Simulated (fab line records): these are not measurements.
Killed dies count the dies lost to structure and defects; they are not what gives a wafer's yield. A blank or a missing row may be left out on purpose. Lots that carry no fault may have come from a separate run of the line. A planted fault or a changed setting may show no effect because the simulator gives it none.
A struck lot beside a sound one -- flow n5-finfet -- 36 out of 1938 route steps
Sound: these wafers, L510.1, L510.2, L510.4. The struck wafers were L525.1, L525.5. The cause is named last.
Per side, at each step with rows, come the tool, then ch with its chambers, and then its first start. Under that, the readings that differ: sound wafers -- struck wafers -- difference of the means -- sigmas: that difference in standard deviations of wafers without a fault.
alike: readings whose means differ by less than 2 such deviations, and words and numbers that are the same on both sides. not compared: withheld readings, readings that some wafer has no value for, bounds like >300 that may hide the same value, and numbers for which the record gives no deviation and whose values overlap.
Wherever a step has rows on one side only, a row that says differs or no value, or a row with sigmas, the two part there. Non-overlapping numbers with no deviation appear without sigmas and do not part them. A reading missing from all wafers of one side parts the sides only when that side holds two or more wafers.

first, 9 steps without rows for these wafers: N5_SD_EPI_N_DEVELOP_08 (develop time 30 s); N5_SD_EPI_N_DESCUM_14 (chemistry O2, time 7.9 s); N5_SD_EPI_N_ETCH_34 (etches SiARC in CF4, target depth 45.5 nm, time 75.8 s); N5_SD_EPI_N_ETCH_35 (etches SOC in N2/H2, overetch 108 nm, time 486 s); N5_SD_EPI_N_STRIP_36 (strips in N2/H2); N5_SD_EPI_N_ETCHBACK_44 (etches SiNx in CH3F/O2, stops on SiO2, target depth 14.5 nm); N5_SD_EPI_N_ETCH_45 (etches SiOCN in CH3F/O2, target depth 6 nm); N5_SD_EPI_N_ETCH_16 (etches SiO2 in CHF3/O2, target depth 5 nm); N5_SD_EPI_N_STRIP_47 (strips in CHF3/O2).
N5_SD_EPI_N_SD_RECESS_17: chemistry HBr/Cl2/O2, target depth 41 nm, time 23.7 s, bt time 3 s.
  sound on rie-si-05 ch 0,1,3, day 3 07:31; struck on rie-si-05 ch 1,2, day 7 00:33
reading,sound,struck,difference,sigmas
model.SD_EPI_N.feature-depth-nm (nm),42.2 42 42,29.4 28.6,-13.1,
model.Si_of_WELL_APT_EPI_41.thk-nm (nm),7 6.4 7.4,20 21.4,+14,
model.etch.depth-nm (nm),42.27 42.1 41.98,29.33 28.66,-13.12,
  alike: drypump-motor-current-A, oes-product-au, throttle-valve-pct
  not compared: rf-hours-counter-h
then, 2 steps without rows for these wafers: N5_SD_EPI_N_STRIP_38 (strips in N2/H2); N5_SD_EPI_N_WET_ETCH_43 (etches SiO2 in dHF, time 14 s, target depth 1.5 nm).
N5_SD_EPI_N_STRIP_18: strips in SPM, time 750 s.
  sound on wet-bench-01 ch 3,4,5, day 3 07:42; struck on wet-bench-05 ch 4,5, day 7 00:44
reading,sound,struck,difference,sigmas
model.Si_of_WELL_APT_EPI_41.thk-nm (nm),6.6 6.2 7,19.6 21,+13.7,
then, 21 steps without rows for these wafers: N5_SD_EPI_N_SRD_20 (time 30 s); N5_SD_EPI_N_PRECLEAN_48 (cleans in NF3:NH3, afs cycles 2, time 20 s, sublimation time 60 s); N5_SD_EPI_N_VAPOR_ETCH_50 (etches Si in HCl, time 54 s); N5_SD_EPI_N_EPI_21 (deposits Si:P, time 690 s); N5_SD_EPI_N_PRECLEAN_24 (cleans in O3/DIW, time 60 s); N5_SD_EPI_N_SRD_25 (time 30 s); N5_SD_EPI_N_PRECLEAN_49 (cleans in NF3:NH3, afs cycles 1, time 20 s, sublimation time 60 s); N5_SD_EPI_N_LINER_46 (material SiNx, target thk 3 nm); N5_SD_EPI_P_COAT_34 (time 60 s, resist thk 350 nm); N5_SD_EPI_P_COAT_35 (time 60 s, resist thk 35 nm); N5_SD_EPI_P_COAT_03 (resist thk 150 nm); N5_SD_EPI_P_EBR_05; N5_SD_EPI_P_SOFTBAKE_04 (time 60 s); N5_SD_EPI_P_EXPOSE_06 (exposes mask SD P BLK, target cd 240 nm); N5_SD_EPI_P_PEB_07 (peb time 60 s); N5_SD_EPI_P_DEVELOP_08 (develop time 30 s); N5_SD_EPI_P_DESCUM_14 (chemistry O2, time 7.9 s); N5_SD_EPI_P_ETCH_36 (etches SiARC in CF4, target depth 45.5 nm, time 75.8 s); N5_SD_EPI_P_ETCH_37 (etches SOC in N2/H2, overetch 108 nm, time 486 s); N5_SD_EPI_P_STRIP_38 (strips in N2/H2); N5_SD_EPI_P_ETCHBACK_46 (etches SiNx in CH3F/O2, stops on SiO2, target depth 17.5 nm).
-- a jump in the record: the struck wafers' starts before and after are 5 days apart (it breaks off in module SD_EPI_P and resumes in module BEOL_M4, where the first step shown is number 1111 of the route) --
N5_BEOL_M4_RC_MEAS_101:
  sound on prober-02 ch 0, day 8 20:35; struck on prober-01 ch 0, day 12 11:23
reading,sound,struck,difference,sigmas
CJ_N,4.54 4.50 4.53,2.65 2.55,-1.92,-19
DIBL_P (mV/V),33.4 36.5 34.9,40.8 42.0,+6.5,+3
IOFF_N_LONG (nA/um),5.57e-05 5.61e-05 5.54e-05,4.97e-05 4.93e-05,-6.23e-06,-2
IOFF_P (nA/um),0.19 0.22 0.21,0.26 0.31,+0.08,+2
ION_N (uA/um),654 661 660,601 597,-59,-5
REXT_N (ohm.um),76.5 75.7 76.7,84.6 86.1,+9.0,+5
SS_P (mV/dec),71.9 72.4 72.5,74.4 75.1,+2.5,+4
  alike: DIBL_N, IOFF_N, ION_P, SS_N, VT_N, VT_P
-- here the record skips 4 days between the struck wafers' starts before and after, leaving off in module BEOL_M4 and picking up in module PASSIVATION (first step shown: number 1936 of the route) --
N5_PASSIVATION_PROBE_49:
  struck on prober-02, day 16 20:14; sound on prober-02, day 13 04:01
reading,sound,struck,difference,sigmas
killed-at-front-end,37 39 25,66 50,+24,+2
sort_bin_8_speed (%),0 0 0,90.51 89.49,+90.00,+99 or more
sort-n-pass,1091 1103 1099,3 3,-1095,-58
sort-yield-pct (%),92.5 93.5 93.1,0.3 0.3,-92.7,-58
  alike: defect-limited-yield, killed_at_M0_to_M3, killed_at_M4_up, killed-at-contacts, killed-at-other, killed-dies, killed-open, killed-short, sort_bin_5_function, sort_bin_6_memory

WHERE THEY PART
First at N5_BEOL_M4_RC_MEAS_101; last, within this record, at N5_PASSIVATION_PROBE_49.

WHY: what the simulator had put in
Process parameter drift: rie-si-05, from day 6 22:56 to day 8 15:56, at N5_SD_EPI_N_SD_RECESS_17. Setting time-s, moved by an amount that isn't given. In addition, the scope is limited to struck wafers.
